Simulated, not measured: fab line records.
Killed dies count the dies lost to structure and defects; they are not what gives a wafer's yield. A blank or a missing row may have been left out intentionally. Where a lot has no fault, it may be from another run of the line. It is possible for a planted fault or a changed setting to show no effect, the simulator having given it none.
What tool caused it?    flow n5_finfet    24 lots with 72 wafers sampled at 6 steps, on a route of 1938 steps

## WHAT THE GAUGES SHOWED, per wafer
Not one reading of a measure or inspect step in the record can be checked against a usual standard deviation.

## WHICH TOOL RAN EACH LOT (tool, then ch and the chambers of the sampled wafers, then the start)
lot   N5_BEOL_M12_SPUTTER_43        N5_BEOL_M12_ANNEAL_48             N5_BEOL_M13_ILD_DEP_00           N5_BEOL_M13_STRIP_63                  N5_BEOL_M13_SPUTTER_43        N5_BEOL_M13_SPUTTER_44
L075  pvd_sputter-01, day 10 09:14  rtp_anneal-01 ch 0, day 10 11:28  pecvd-02 ch 0,1,2, day 10 12:11  plasma_asher-02 ch 0,1, day 10 13:13  pvd_sputter-02, day 10 17:04  pvd_sputter-02, day 10 17:08
L074  pvd_sputter-03, day 10 09:38  rtp_anneal-01 ch 0, day 10 11:44  pecvd-03 ch 0,1, day 10 12:30    plasma_asher-02 ch 0,1, day 10 13:23  pvd_sputter-03, day 10 17:29  pvd_sputter-03, day 10 17:34
L076  pvd_sputter-03, day 11 02:32  rtp_anneal-02 ch 0, day 11 03:04  pecvd-04 ch 1,2, day 11 03:44    plasma_asher-01 ch 0,1, day 11 04:38  pvd_sputter-01, day 11 08:58  pvd_sputter-01, day 11 09:02
L077  pvd_sputter-03, day 11 10:01  rtp_anneal-01 ch 0, day 11 10:37  pecvd-04 ch 0,1,2, day 11 11:22  plasma_asher-02 ch 0,1, day 11 12:21  pvd_sputter-03, day 11 14:09  pvd_sputter-03, day 11 14:14
L078  pvd_sputter-03, day 11 16:26  rtp_anneal-01 ch 0, day 11 16:58  pecvd-02 ch 1,2, day 11 17:46    plasma_asher-01 ch 0, day 11 18:38    pvd_sputter-01, day 11 21:08  pvd_sputter-01, day 11 21:13
L079  pvd_sputter-02, day 11 23:20  rtp_anneal-02 ch 0, day 12 00:16  pecvd-02 ch 0,1,2, day 12 01:03  plasma_asher-02 ch 0,1, day 12 02:07  pvd_sputter-03, day 12 07:37  pvd_sputter-03, day 12 07:42
L080  pvd_sputter-03, day 11 23:47  rtp_anneal-01 ch 0, day 12 00:19  pecvd-04 ch 0,1,2, day 12 01:05  plasma_asher-02 ch 0,1, day 12 02:14  pvd_sputter-02, day 12 08:52  pvd_sputter-02, day 12 08:57
L082  pvd_sputter-03, day 12 08:44  rtp_anneal-02 ch 0, day 12 09:10  pecvd-02 ch 0,1,2, day 12 09:58  plasma_asher-01 ch 0,1, day 12 10:49  pvd_sputter-03, day 12 13:17  pvd_sputter-03, day 12 13:22
L081  pvd_sputter-02, day 12 09:35  rtp_anneal-01 ch 0, day 12 10:17  pecvd-03 ch 0,1, day 12 11:02    plasma_asher-01 ch 0,1, day 12 12:19  pvd_sputter-02, day 12 15:44  pvd_sputter-02, day 12 15:49
L083  pvd_sputter-01, day 12 21:41  rtp_anneal-02 ch 0, day 12 22:12  pecvd-02 ch 0,1,2, day 12 22:53  plasma_asher-01 ch 0,1, day 13 00:05  pvd_sputter-02, day 13 01:58  pvd_sputter-02, day 13 02:02
L084  pvd_sputter-01, day 13 04:56  rtp_anneal-02 ch 0, day 13 05:26  pecvd-03 ch 0,1,2, day 13 06:08  plasma_asher-02 ch 0,1, day 13 07:08  pvd_sputter-03, day 13 09:29  pvd_sputter-03, day 13 09:34
L086  pvd_sputter-03, day 13 09:02  rtp_anneal-02 ch 0, day 13 09:30  pecvd-02 ch 1,2, day 13 10:14    plasma_asher-01 ch 0,1, day 13 11:06  pvd_sputter-01, day 13 13:35  pvd_sputter-01, day 13 13:40
L085  pvd_sputter-01, day 13 11:59  rtp_anneal-01 ch 0, day 13 12:29  pecvd-02 ch 0,2, day 13 13:13    plasma_asher-02 ch 0,1, day 13 14:12  pvd_sputter-03, day 13 16:44  pvd_sputter-03, day 13 16:49
L087  pvd_sputter-01, day 13 17:35  rtp_anneal-01 ch 0, day 13 18:06  pecvd-04 ch 0,1, day 13 18:51    plasma_asher-01 ch 0,1, day 13 19:44  pvd_sputter-03, day 14 03:02  pvd_sputter-03, day 14 03:07
L088  pvd_sputter-03, day 14 10:01  rtp_anneal-02 ch 0, day 14 10:54  pecvd-03 ch 0,2, day 14 11:41    plasma_asher-01 ch 0,1, day 14 12:54  pvd_sputter-02, day 14 14:53  pvd_sputter-02, day 14 14:58
L090  pvd_sputter-03, day 14 12:55  rtp_anneal-02 ch 0, day 14 13:23  pecvd-04 ch 0,2, day 14 14:07    plasma_asher-01 ch 0,1, day 14 15:13  pvd_sputter-03, day 14 18:01  pvd_sputter-03, day 14 18:06
L089  pvd_sputter-01, day 14 13:04  rtp_anneal-01 ch 0, day 14 13:29  pecvd-02 ch 0,2, day 14 14:16    plasma_asher-01 ch 0,1, day 14 15:29  pvd_sputter-03, day 14 18:41  pvd_sputter-03, day 14 18:46
L091  pvd_sputter-01, day 15 03:26  rtp_anneal-02 ch 0, day 15 03:51  pecvd-03 ch 1,2, day 15 04:38    plasma_asher-02 ch 0,1, day 15 05:38  pvd_sputter-02, day 15 10:44  pvd_sputter-02, day 15 10:49
L092  pvd_sputter-02, day 15 04:39  rtp_anneal-01 ch 0, day 15 05:06  pecvd-02 ch 0,1,2, day 15 05:53  plasma_asher-02 ch 0,1, day 15 06:55  pvd_sputter-03, day 15 10:16  pvd_sputter-03, day 15 10:21
L093  pvd_sputter-03, day 15 07:09  rtp_anneal-02 ch 0, day 15 07:37  pecvd-03 ch 0,2, day 15 08:21    plasma_asher-01 ch 0,1, day 15 09:16  pvd_sputter-03, day 15 12:03  pvd_sputter-03, day 15 12:08
L094  pvd_sputter-02, day 15 13:04  rtp_anneal-02 ch 0, day 15 13:29  pecvd-02 ch 0,1,2, day 15 14:16  plasma_asher-01 ch 0,1, day 15 15:15  pvd_sputter-02, day 15 20:07  pvd_sputter-02, day 15 20:12
L095  pvd_sputter-02, day 15 19:36  rtp_anneal-01 ch 0, day 15 20:04  pecvd-02 ch 1,2, day 15 20:48    plasma_asher-01 ch 0,1, day 15 21:40  pvd_sputter-01, day 16 00:40  pvd_sputter-01, day 16 00:45
L096  pvd_sputter-01, day 16 01:04  rtp_anneal-02 ch 0, day 16 01:32  pecvd-03 ch 0,1,2, day 16 02:19  plasma_asher-02 ch 0,1, day 16 03:10  pvd_sputter-01, day 16 05:59  pvd_sputter-01, day 16 06:04
L097  pvd_sputter-03, day 16 10:49  rtp_anneal-02 ch 0, day 16 11:21  pecvd-03 ch 0,1, day 16 12:08    plasma_asher-02 ch 0,1, day 16 13:10  pvd_sputter-03, day 16 18:02  pvd_sputter-03, day 16 18:07
- N5_BEOL_M12_SPUTTER_43: material TaN, target thk 15 nm, time 24.19 s.
- N5_BEOL_M12_ANNEAL_48: time 90 s.
- N5_BEOL_M13_ILD_DEP_00: deposits SiOC from DEMS/O2, target thk 837.92 nm, time 166.4 s.
- N5_BEOL_M13_STRIP_63: strips in N2/H2.
- N5_BEOL_M13_SPUTTER_43: material TaN, target thk 15 nm, time 24.19 s.
- N5_BEOL_M13_SPUTTER_44: material Ta, target thk 10 nm, time 16.13 s.

## WHAT THE TOOLS THEMSELVES READ (means of the sampled wafers that have a number; where no wafer has one, the mark that the record gives instead)
N5_BEOL_M12_SPUTTER_43.
lot   tool            throttle_valve_pct (%)
L075  pvd_sputter-01  30.1
L074  pvd_sputter-03  30.9
L076  pvd_sputter-03  29.9
L077  pvd_sputter-03  31.5
L078  pvd_sputter-03  30.2
L079  pvd_sputter-02  29.7
L080  pvd_sputter-03  30.8
L082  pvd_sputter-03  30.8
L081  pvd_sputter-02  29.2
L083  pvd_sputter-01  29.7
L084  pvd_sputter-01  30.2
L086  pvd_sputter-03  30.7
L085  pvd_sputter-01  31.0
L087  pvd_sputter-01  29.8
L088  pvd_sputter-03  30.1
L090  pvd_sputter-03  30.8
L089  pvd_sputter-01  29.7
L091  pvd_sputter-01  30.7
L092  pvd_sputter-02  29.0
L093  pvd_sputter-03  30.2
L094  pvd_sputter-02  28.5
L095  pvd_sputter-02  28.8
L096  pvd_sputter-01  29.9
L097  pvd_sputter-03  30.1

N5_BEOL_M12_ANNEAL_48.
lot   tool           wafer_temp_C_max
L075  rtp_anneal-01  226.6
L074  rtp_anneal-01  226.6
L076  rtp_anneal-02  225.6
L077  rtp_anneal-01  226.2
L078  rtp_anneal-01  226.0
L079  rtp_anneal-02  225.8
L080  rtp_anneal-01  226.7
L082  rtp_anneal-02  225.9
L081  rtp_anneal-01  226.3
L083  rtp_anneal-02  225.6
L084  rtp_anneal-02  225.6
L086  rtp_anneal-02  225.9
L085  rtp_anneal-01  226.7
L087  rtp_anneal-01  226.5
L088  rtp_anneal-02  225.5
L090  rtp_anneal-02  225.6
L089  rtp_anneal-01  226.4
L091  rtp_anneal-02  225.6
L092  rtp_anneal-01  226.4
L093  rtp_anneal-02  225.8
L094  rtp_anneal-02  225.8
L095  rtp_anneal-01  226.5
L096  rtp_anneal-02  225.5
L097  rtp_anneal-02  225.6

N5_BEOL_M13_ILD_DEP_00.
lot   tool      chamber_pressure_Torr (Torr)  heater_power_w (W)  showerhead_plenum_p_Torr (Torr)  throttle_valve_pct (%)
L075  pecvd-02  4.990                         459                 5.690                            11.8
L074  pecvd-03  4.992                         485                 5.700                            11.3
L076  pecvd-04  4.998                         651                 5.691                            11.9
L077  pecvd-04  5.005                         569                 5.685                            12.2
L078  pecvd-02  5.004                         431                 5.687                            11.5
L079  pecvd-02  4.989                         425                 5.684                            11.8
L080  pecvd-04  4.993                         565                 5.683                            12.3
L082  pecvd-02  4.997                         437                 5.697                            12.0
L081  pecvd-03  5.007                         559                 5.686                            11.3
L083  pecvd-02  4.996                         437                 5.697                            11.8
L084  pecvd-03  4.993                         463                 5.697                            11.8
L086  pecvd-02  4.991                         396                 5.689                            11.4
L085  pecvd-02  5.003                         424                 5.679                            11.2
L087  pecvd-04  5.000                         519                 5.678                            12.5
L088  pecvd-03  5.005                         473                 5.689                            11.9
L090  pecvd-04  5.000                         509                 5.691                            12.2
L089  pecvd-02  5.001                         446                 5.692                            11.2
L091  pecvd-03  4.996                         499                 5.684                            11.3
L092  pecvd-02  5.000                         454                 5.689                            11.9
L093  pecvd-03  4.999                         479                 5.694                            11.9
L094  pecvd-02  4.999                         421                 5.692                            11.8
L095  pecvd-02  5.006                         435                 5.695                            11.9
L096  pecvd-03  5.003                         501                 5.696                            11.6
L097  pecvd-03  5.003                         515                 5.693                            11.5

N5_BEOL_M13_STRIP_63.
lot   tool             drypump_motor_current_A (A)  heater_power_w (W)  n2_flow_sccm (sccm)  oes_product_au (a.u.)  strip_time_to_endpoint_s (s)
L075  plasma_asher-02  5.8                          310                 1746                 0.675                  28.0
L074  plasma_asher-02  5.8                          317                 1744                 0.673                  27.9
L076  plasma_asher-01  5.2                          297                 1748                 0.676                  28.3
L077  plasma_asher-02  5.8                          321                 1749                 0.677                  29.5
L078  plasma_asher-01  5.0                          294                 1753                 0.674                  27.4
L079  plasma_asher-02  5.8                          318                 1752                 0.676                  27.8
L080  plasma_asher-02  5.8                          320                 1748                 0.679                  29.3
L082  plasma_asher-01  5.0                          298                 1744                 0.677                  27.6
L081  plasma_asher-01  5.1                          297                 1746                 0.677                  28.2
L083  plasma_asher-01  5.2                          297                 1750                 0.673                  27.0
L084  plasma_asher-02  5.8                          310                 1749                 0.673                  28.9
L086  plasma_asher-01  5.2                          301                 1748                 0.677                  28.4
L085  plasma_asher-02  5.8                          313                 1752                 0.675                  28.0
L087  plasma_asher-01  5.1                          294                 1754                 0.672                  26.9
L088  plasma_asher-01  5.2                          300                 1747                 0.680                  30.4
L090  plasma_asher-01  5.2                          295                 1756                 0.673                  27.7
L089  plasma_asher-01  5.0                          296                 1752                 0.674                  27.6
L091  plasma_asher-02  5.8                          311                 1748                 0.677                  28.6
L092  plasma_asher-02  5.8                          315                 1748                 0.679                  28.0
L093  plasma_asher-01  5.2                          301                 1750                 0.677                  30.3
L094  plasma_asher-01  5.1                          296                 1759                 0.677                  29.5
L095  plasma_asher-01  5.2                          303                 1749                 0.677                  27.9
L096  plasma_asher-02  5.8                          317                 1745                 0.676                  29.5
L097  plasma_asher-02  5.8                          311                 1749                 0.678                  29.1

N5_BEOL_M13_SPUTTER_43.
lot   tool            throttle_valve_pct (%)
L075  pvd_sputter-02  28.9
L074  pvd_sputter-03  30.0
L076  pvd_sputter-01  31.0
L077  pvd_sputter-03  30.0
L078  pvd_sputter-01  30.9
L079  pvd_sputter-03  31.6
L080  pvd_sputter-02  28.6
L082  pvd_sputter-03  30.7
L081  pvd_sputter-02  28.5
L083  pvd_sputter-02  28.0
L084  pvd_sputter-03  30.1
L086  pvd_sputter-01  29.2
L085  pvd_sputter-03  30.2
L087  pvd_sputter-03  30.0
L088  pvd_sputter-02  28.0
L090  pvd_sputter-03  31.2
L089  pvd_sputter-03  30.7
L091  pvd_sputter-02  29.5
L092  pvd_sputter-03  30.7
L093  pvd_sputter-03  30.8
L094  pvd_sputter-02  29.5
L095  pvd_sputter-01  29.6
L096  pvd_sputter-01  29.8
L097  pvd_sputter-03  30.3

N5_BEOL_M13_SPUTTER_44.
lot   tool            throttle_valve_pct (%)
L075  pvd_sputter-02  28.7
L074  pvd_sputter-03  30.1
L076  pvd_sputter-01  30.9
L077  pvd_sputter-03  30.2
L078  pvd_sputter-01  31.0
L079  pvd_sputter-03  31.3
L080  pvd_sputter-02  28.6
L082  pvd_sputter-03  30.9
L081  pvd_sputter-02  28.6
L083  pvd_sputter-02  28.1
L084  pvd_sputter-03  30.1
L086  pvd_sputter-01  29.0
L085  pvd_sputter-03  30.1
L087  pvd_sputter-03  30.1
L088  pvd_sputter-02  28.0
L090  pvd_sputter-03  31.4
L089  pvd_sputter-03  30.8
L091  pvd_sputter-02  29.5
L092  pvd_sputter-03  30.7
L093  pvd_sputter-03  30.8
L094  pvd_sputter-02  29.4
L095  pvd_sputter-01  29.5
L096  pvd_sputter-01  29.9
L097  pvd_sputter-03  30.3

## THE ANSWER, worked out from the rows above alone
Rule: what is usual is taken from the lots themselves. Put in order of their means at a reading, lots are off if they are a third of the lots or fewer, leave a main group of 4 or more, and stand apart from it by a gap of 3 or more times the standard deviation of the main group's means; of several such gaps the widest counts. A main group whose means are all the same, to the digits that the tables above print for the reading, isn't used. Also off: a lot with no number at a reading for which 4 or more lots have one. All remaining lots with rows at the step are treated as sound. The gauges are gone through in route order, then the tools' own readings, and for those a lot's mean is taken as printed above. At the first step where some lot is off, the reading lying furthest off is the one used; lots without a number count as furthest.
None of the lots is off at any reading shown; this tells nothing.

## WHAT THE SIMULATOR PUT IN
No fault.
